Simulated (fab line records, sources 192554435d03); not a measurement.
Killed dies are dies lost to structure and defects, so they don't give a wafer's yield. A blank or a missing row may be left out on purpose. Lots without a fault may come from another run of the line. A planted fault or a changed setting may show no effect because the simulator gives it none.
Chamber matching | flow n5_finfet | N5_HKMG_FIN_ALD_21 on ald_metal-04: 4 sister chambers
The step deposits TiN, target thk 1.5 nm, pulse time 1 s, purge time 3 s. 4 wafers are shown with their chamber, then 8 later ones without.

WAFERS WITH THEIR CHAMBER
wafer  | chamber | heater_power_w (W)
L076.2 | 0       | 760
L076.5 | 3       | 645
L079.5 | 2       | 974
L082.3 | 1       | 1058

WAFERS WITHOUT THEIR CHAMBER
wafer  | heater_power_w (W)
L082.5 | 955
L082.6 | 1048
L085.2 | 796
L085.3 | 963
L085.6 | 956
L097.2 | 782
L097.4 | 1048
L097.5 | 1079

WHICH CHAMBER EACH WENT THROUGH
wafer  | from the rows above | in truth
L082.5 | 2                   | 2
L082.6 | 1                   | 1
L085.2 | 0                   | 0
L085.3 | 2                   | 2
L085.6 | 2                   | 2
L097.2 | 0                   | 0
L097.4 | 1                   | 1
L097.5 | 1                   | 1
Placed correctly: 8 of 8. Can't be placed from these rows: 0. Placed wrongly: 0.
How it was worked out, from the rows above alone: a wafer's distance from a chamber is the root of the sum, over the readings, of the square of ((its reading less the chamber's mean) divided by the reading's scatter). The wafer belongs to the nearest chamber; if the next one is less than 2 further off, it can't be placed. A chamber's mean is the mean of its shown wafers. The scatter: with one shown wafer a chamber, the root of the mean of the squares of how far each hidden wafer lies from its nearest shown one.
